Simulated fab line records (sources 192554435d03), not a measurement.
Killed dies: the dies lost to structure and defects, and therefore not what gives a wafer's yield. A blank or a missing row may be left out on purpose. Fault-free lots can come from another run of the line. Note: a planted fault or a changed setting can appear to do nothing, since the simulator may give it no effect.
The tool behind it: which one? | flow n5Finfet | 72 wafers from 24 lots sampled at 5 of the route's 1938 steps

## WHAT THE GAUGES READ, wafer by wafer
N5_GATE_CUT_INSPECT_26: inspects for defects (darkfield).
lot  | measured     | on               | rawDefectCount
L074 | day 4 16:07  | defectInspect-02 | 59 43 43
L075 | day 5 00:41  | defectInspect-01 | 42 42 63
L076 | day 5 06:05  | defectInspect-02 | 50 31 47
L077 | day 5 09:51  | defectInspect-02 | 46 34 33
L078 | day 5 16:17  | defectInspect-01 | 29 20 29
L079 | day 5 22:44  | defectInspect-01 | 21 18 22
L080 | day 6 06:36  | defectInspect-02 | 58 43 43
L081 | day 6 13:12  | defectInspect-02 | 31 24 43
L082 | day 6 16:06  | defectInspect-02 | 34 44 67
L083 | day 7 00:06  | defectInspect-02 | 31 32 38
L084 | day 7 04:10  | defectInspect-02 | 41 66 76
L085 | day 7 07:38  | defectInspect-02 | 19 37 11
L086 | day 7 17:22  | defectInspect-02 | 54 116 71
L087 | day 7 23:22  | defectInspect-01 | 22 59 24
L088 | day 8 02:05  | defectInspect-01 | 37 41 31
L089 | day 8 09:53  | defectInspect-01 | 28 17 27
L090 | day 8 20:41  | defectInspect-02 | 31 45 30
L091 | day 8 22:44  | defectInspect-01 | 31 43 28
L092 | day 9 04:05  | defectInspect-01 | 16 27 34
L093 | day 9 11:26  | defectInspect-02 | 63 30 44
L094 | day 9 20:18  | defectInspect-02 | 26 45 30
L095 | day 10 00:28 | defectInspect-02 | 34 26 32
L096 | day 10 07:56 | defectInspect-01 | 39 59 29
L097 | day 10 14:35 | defectInspect-02 | 52 33 48

## WHAT TOOL EACH LOT RAN ON (gives the tool, then ch and the chambers of the sampled wafers, and finally the start)
lot  | N5_HKMG_FIN_ETCHBACK_68          | N5_GATE_CUT_ETCH_58              | N5_GATE_CUT_SAC_CAP_01          | N5_GATE_CUT_CMP_43
L074 | rieMetal-03 ch 0,1, day 4 07:07  | rieDiel-01 ch 0,1,2, day 4 09:13 | aldSin-01 ch 0,2, day 4 09:40   | cmp-04 ch 0,2,3, day 4 15:34
L075 | rieMetal-01 ch 0,1, day 4 15:42  | rieDiel-04 ch 0,2, day 4 17:50   | aldSin-04 ch 0,3, day 4 18:10   | cmp-03 ch 0,3, day 4 23:58
L076 | rieMetal-01 ch 0,1, day 4 20:01  | rieDiel-04 ch 0,2, day 4 22:08   | aldSin-04 ch 0,2, day 4 23:37   | cmp-01 ch 0,1,2, day 5 05:27
L077 | rieMetal-03 ch 0,1, day 5 00:38  | rieDiel-02 ch 0,1, day 5 02:41   | aldSin-01 ch 0,1,2, day 5 03:08 | cmp-03 ch 0,1,3, day 5 09:23
L078 | rieMetal-03 ch 0,1, day 5 06:57  | rieDiel-04 ch 1,2, day 5 09:02   | aldSin-01 ch 1,2,3, day 5 09:22 | cmp-01 ch 0,2, day 5 15:40
L079 | rieMetal-03 ch 0,1, day 5 13:37  | rieDiel-04 ch 0,2,3, day 5 15:53 | aldSin-02 ch 2,3, day 5 16:12   | cmp-01 ch 0,1, day 5 22:02
L080 | rieMetal-03 ch 0,1, day 5 21:26  | rieDiel-04 ch 0,1, day 5 23:48   | aldSin-04 ch 0,1,2, day 6 00:07 | cmp-04 ch 0,2,3, day 6 05:53
L081 | rieMetal-03 ch 0,1, day 6 02:44  | rieDiel-02 ch 0,1, day 6 04:49   | aldSin-02 ch 0,1, day 6 05:09   | cmp-03 ch 0,1,3, day 6 12:38
L082 | rieMetal-01 ch 0,1, day 6 06:42  | rieDiel-01 ch 0,3, day 6 08:47   | aldSin-04 ch 0,3, day 6 09:07   | cmp-03 ch 0,2, day 6 15:28
L083 | rieMetal-02 ch 0,1, day 6 14:27  | rieDiel-02 ch 0,1,3, day 6 17:16 | aldSin-04 ch 0,1, day 6 17:35   | cmp-03 ch 0,1, day 6 23:23
L084 | rieMetal-03 ch 0,1, day 6 19:01  | rieDiel-04 ch 0,1,2, day 6 21:08 | aldSin-04 ch 0,2,3, day 6 21:28 | cmp-01 ch 1,2,3, day 7 03:28
L085 | rieMetal-01 ch 0,1, day 6 22:39  | rieDiel-04 ch 1,3, day 7 00:46   | aldSin-01 ch 1,2, day 7 01:05   | cmp-01 ch 1,2, day 7 06:56
L086 | rieMetal-02 ch 0,1, day 7 08:11  | rieDiel-04 ch 2,3, day 7 10:31   | aldSin-01 ch 1,3, day 7 10:56   | cmp-03 ch 0,1, day 7 16:44
L087 | rieMetal-02 ch 0,1, day 7 14:26  | rieDiel-02 ch 1,2, day 7 16:31   | aldSin-01 ch 0,2,3, day 7 16:51 | cmp-01 ch 0,1, day 7 22:44
L088 | rieMetal-03 ch 0,1, day 7 17:16  | rieDiel-04 ch 0,1,2, day 7 19:21 | aldSin-01 ch 0,2,3, day 7 19:40 | cmp-04 ch 1,2,3, day 8 01:23
L089 | rieMetal-02 ch 0,1, day 8 00:24  | rieDiel-02 ch 0,2, day 8 02:29   | aldSin-02 ch 0,1,2, day 8 02:49 | cmp-01 ch 1,3, day 8 09:14
L090 | rieMetal-02 ch 0,1, day 8 09:48  | rieDiel-02 ch 2,3, day 8 11:56   | aldSin-02 ch 0,1,3, day 8 12:14 | cmp-03 ch 0,2,3, day 8 20:08
L091 | rieMetal-02 ch 0,1, day 8 13:08  | rieDiel-04 ch 0,2,3, day 8 15:16 | aldSin-02 ch 0,1, day 8 15:35   | cmp-04 ch 0,1, day 8 22:02
L092 | rieMetal-02 ch 0,1, day 8 17:45  | rieDiel-02 ch 2,3, day 8 19:48   | aldSin-01 ch 0,1,2, day 8 21:40 | cmp-01 ch 1,2, day 9 03:23
L093 | rieMetal-02 ch 0,1, day 9 02:29  | rieDiel-02 ch 0,1, day 9 04:35   | aldSin-04 ch 1,3, day 9 04:54   | cmp-04 ch 2,3, day 9 10:44
L094 | rieMetal-02 ch 1, day 9 10:20    | rieDiel-04 ch 1,2,3, day 9 12:26 | aldSin-02 ch 0,2,3, day 9 12:46 | cmp-04 ch 0,1,3, day 9 19:35
L095 | rieMetal-01 ch 0, day 9 13:03    | rieDiel-01 ch 2,3, day 9 15:16   | aldSin-01 ch 3, day 9 15:36     | cmp-01 ch 1,2, day 9 23:50
L096 | rieMetal-03 ch 0,1, day 9 18:35  | rieDiel-02 ch 0,1, day 9 20:59   | aldSin-02 ch 0,1, day 9 22:25   | cmp-03 ch 0,1,2, day 10 07:23
L097 | rieMetal-03 ch 0,1, day 10 04:11 | rieDiel-04 ch 0,1, day 10 06:23  | aldSin-02 ch 0,2, day 10 07:26  | cmp-04 ch 0,1,3, day 10 13:56
- N5_HKMG_FIN_ETCHBACK_68: etches the open film in Cl2/Ar, stops on HfO2, target depth 0.5 nm.
- N5_GATE_CUT_ETCH_58: etches SiNx in CH3F/O2, target depth 17 nm, time 128.6 s.
- N5_GATE_CUT_SAC_CAP_01: material SiNx, target thk 24 nm, pulse time 1 s, ald cycles 480.
- N5_GATE_CUT_CMP_43: polishes SiO2.

## WHAT THE TOOLS THEMSELVES READ (means of the sampled wafers that have a number; where no wafer has one, the mark that the record gives instead)
N5_HKMG_FIN_ETCHBACK_68.
lot  | tool        | drypumpMotorCurrentA (A) | mfcCl2Sccm (sccm) | oesProductAu (a.u.) | throttleValvePct (%)
L074 | rieMetal-03 | 5.8                      | 39.92             | 0.69                | 20.83
L075 | rieMetal-01 | 5.0                      | 40.00             | 0.78                | 20.77
L076 | rieMetal-01 | 5.0                      | 39.98             | 0.69                | 20.87
L077 | rieMetal-03 | 5.6                      | 39.98             | 0.75                | 20.89
L078 | rieMetal-03 | 5.8                      | 39.93             | 0.69                | 20.83
L079 | rieMetal-03 | 5.8                      | 40.07             | 0.69                | 20.85
L080 | rieMetal-03 | 5.8                      | 40.03             | 0.69                | 20.84
L081 | rieMetal-03 | 5.8                      | 40.05             | 0.69                | 20.84
L082 | rieMetal-01 | 5.0                      | 40.09             | 0.77                | 20.77
L083 | rieMetal-02 | 5.4                      | 40.14             | 0.72                | 20.66
L084 | rieMetal-03 | 5.8                      | 39.96             | 0.68                | 20.85
L085 | rieMetal-01 | 5.0                      | 40.09             | 0.76                | 20.77
L086 | rieMetal-02 | 5.3                      | 39.90             | 0.72                | 20.66
L087 | rieMetal-02 | 5.7                      | 39.95             | 0.78                | 20.72
L088 | rieMetal-03 | 5.7                      | 39.99             | 0.68                | 20.85
L089 | rieMetal-02 | 5.7                      | 39.97             | 0.78                | 20.74
L090 | rieMetal-02 | 5.7                      | 39.96             | 0.78                | 20.73
L091 | rieMetal-02 | 5.3                      | 40.06             | 0.71                | 20.66
L092 | rieMetal-02 | 5.4                      | 39.97             | 0.71                | 20.66
L093 | rieMetal-02 | 5.7                      | 40.02             | 0.78                | 20.74
L094 | rieMetal-02 | 5.0                      | 40.16             | 0.65                | 20.60
L095 | rieMetal-01 | 5.0                      | 39.96             | 0.82                | 20.69
L096 | rieMetal-03 | 5.6                      | 40.02             | 0.73                | 20.92
L097 | rieMetal-03 | 5.7                      | 39.98             | 0.67                | 20.87

N5_GATE_CUT_ETCH_58.
lot  | tool       | drypumpMotorCurrentA (A) | oesProductAu (a.u.) | rfVppV (V) | showerheadPlenumPTorr (Torr) | throttleValvePct (%)
L074 | rieDiel-01 | 5.4                      | 0.77                | 99.3       | 2.06                         | 16.32
L075 | rieDiel-04 | 5.7                      | 0.72                | 99.0       | 2.02                         | 16.45
L076 | rieDiel-04 | 5.7                      | 0.73                | 99.1       | 2.02                         | 16.46
L077 | rieDiel-02 | 5.0                      | 0.73                | 99.5       | 2.08                         | 16.31
L078 | rieDiel-04 | 5.9                      | 0.71                | 98.3       | 1.93                         | 16.39
L079 | rieDiel-04 | 5.7                      | 0.74                | 99.3       | 2.02                         | 16.37
L080 | rieDiel-04 | 6.1                      | 0.70                | 98.8       | 1.95                         | 16.47
L081 | rieDiel-02 | 5.0                      | 0.75                | 99.9       | 2.09                         | 16.21
L082 | rieDiel-01 | 4.9                      | 0.76                | 100.8      | 2.08                         | 16.13
L083 | rieDiel-02 | 5.2                      | 0.77                | 99.5       | 2.09                         | 16.20
L084 | rieDiel-04 | 5.9                      | 0.70                | 99.4       | 1.98                         | 16.49
L085 | rieDiel-04 | 5.9                      | 0.72                | 99.0       | 1.94                         | 16.33
L086 | rieDiel-04 | 5.6                      | 0.74                | 99.5       | 2.00                         | 16.33
L087 | rieDiel-02 | 5.0                      | 0.79                | 99.7       | 2.11                         | 16.30
L088 | rieDiel-04 | 5.9                      | 0.71                | 98.5       | 1.98                         | 16.50
L089 | rieDiel-02 | 5.0                      | 0.74                | 99.1       | 2.08                         | 16.53
L090 | rieDiel-02 | 5.3                      | 0.82                | 100.3      | 2.11                         | 16.26
L091 | rieDiel-04 | 5.8                      | 0.72                | 98.6       | 2.01                         | 16.42
L092 | rieDiel-02 | 5.3                      | 0.83                | 99.5       | 2.11                         | 16.27
L093 | rieDiel-02 | 5.0                      | 0.72                | 99.2       | 2.08                         | 16.25
L094 | rieDiel-04 | 5.7                      | 0.71                | 98.8       | 1.96                         | 16.37
L095 | rieDiel-01 | 4.7                      | 0.75                | 99.3       | 2.05                         | 16.30
L096 | rieDiel-02 | 5.0                      | 0.70                | 99.3       | 2.07                         | 16.37
L097 | rieDiel-04 | 6.1                      | 0.77                | 98.4       | 1.94                         | 16.38

N5_GATE_CUT_SAC_CAP_01.
lot  | tool      | heaterPowerW (W) | precursorPulseHeightRel | susceptorTempC (C)
L074 | aldSin-01 | 792              | 1.012                   | 400.03
L075 | aldSin-04 | 787              | 0.991                   | 399.86
L076 | aldSin-04 | 836              | 1.006                   | 399.98
L077 | aldSin-01 | 800              | 0.989                   | 399.73
L078 | aldSin-01 | 826              | 0.997                   | 399.85
L079 | aldSin-02 | 874              | 0.986                   | 400.00
L080 | aldSin-04 | 769              | 1.006                   | 399.73
L081 | aldSin-02 | 788              | 0.997                   | 400.12
L082 | aldSin-04 | 789              | 1.000                   | 400.02
L083 | aldSin-04 | 844              | 0.995                   | 399.95
L084 | aldSin-04 | 807              | 0.979                   | 399.95
L085 | aldSin-01 | 772              | 1.002                   | 400.21
L086 | aldSin-01 | 874              | 1.005                   | 399.80
L087 | aldSin-01 | 835              | 0.987                   | 400.15
L088 | aldSin-01 | 852              | 1.001                   | 399.89
L089 | aldSin-02 | 799              | 0.997                   | 400.01
L090 | aldSin-02 | 875              | 1.002                   | 399.95
L091 | aldSin-02 | 809              | 1.002                   | 400.00
L092 | aldSin-01 | 791              | 0.994                   | 400.01
L093 | aldSin-04 | 747              | 1.005                   | 400.16
L094 | aldSin-02 | 900              | 0.993                   | 400.15
L095 | aldSin-01 | 939              | 1.004                   | 399.97
L096 | aldSin-02 | 816              | 1.000                   | 400.18
L097 | aldSin-02 | 836              | 0.993                   | 400.04

N5_GATE_CUT_CMP_43.
lot  | tool   | motorCurrentA (A) | slurryFilterDpKPa (kPa)
L074 | cmp-04 | 12.4              | 13.30
L075 | cmp-03 | 11.8              | 13.62
L076 | cmp-01 | 11.7              | 13.36
L077 | cmp-03 | 12.4              | 13.57
L078 | cmp-01 | 12.1              | 13.47
L079 | cmp-01 | 12.0              | 13.53
L080 | cmp-04 | 13.0              | 13.39
L081 | cmp-03 | 12.5              | 13.50
L082 | cmp-03 | 12.2              | 13.56
L083 | cmp-03 | 13.0              | 13.58
L084 | cmp-01 | 11.6              | 13.68
L085 | cmp-01 | 11.9              | 13.43
L086 | cmp-03 | 13.4              | 13.47
L087 | cmp-01 | 12.1              | 13.49
L088 | cmp-04 | 12.8              | 13.39
L089 | cmp-01 | 12.0              | 13.64
L090 | cmp-03 | 12.0              | 13.56
L091 | cmp-04 | 11.8              | 13.33
L092 | cmp-01 | 12.1              | 13.52
L093 | cmp-04 | 13.7              | 13.56
L094 | cmp-04 | 12.6              | 13.31
L095 | cmp-01 | 11.9              | 13.54
L096 | cmp-03 | 12.3              | 13.53
L097 | cmp-04 | 12.4              | 13.51

## THE ANSWER, worked out from the rows above alone
Rule: the lots themselves supply what counts as usual. Put in order of their means at a reading, lots are off if they are a third of the lots or fewer, leave a main group of 4 or more, and stand apart from it by a gap of 3 or more times the standard deviation of the main group's means; of several such gaps the widest counts. A main group is skipped when, at the precision printed for the reading in the tables above, its means are all equal. A lot without any number at a reading at which 4 lots or more have one is off too. Any other lot the step has rows for is counted as sound. The gauges are gone through in route order, then the tools' own readings, and for those a lot's mean is taken as printed above. At the first step where some lot is off, the reading lying furthest off is the one used; lots without a number count as furthest.
No lot is off on any of the readings shown, so nothing can be concluded from this.

## WHAT THE SIMULATOR HAD INSERTED
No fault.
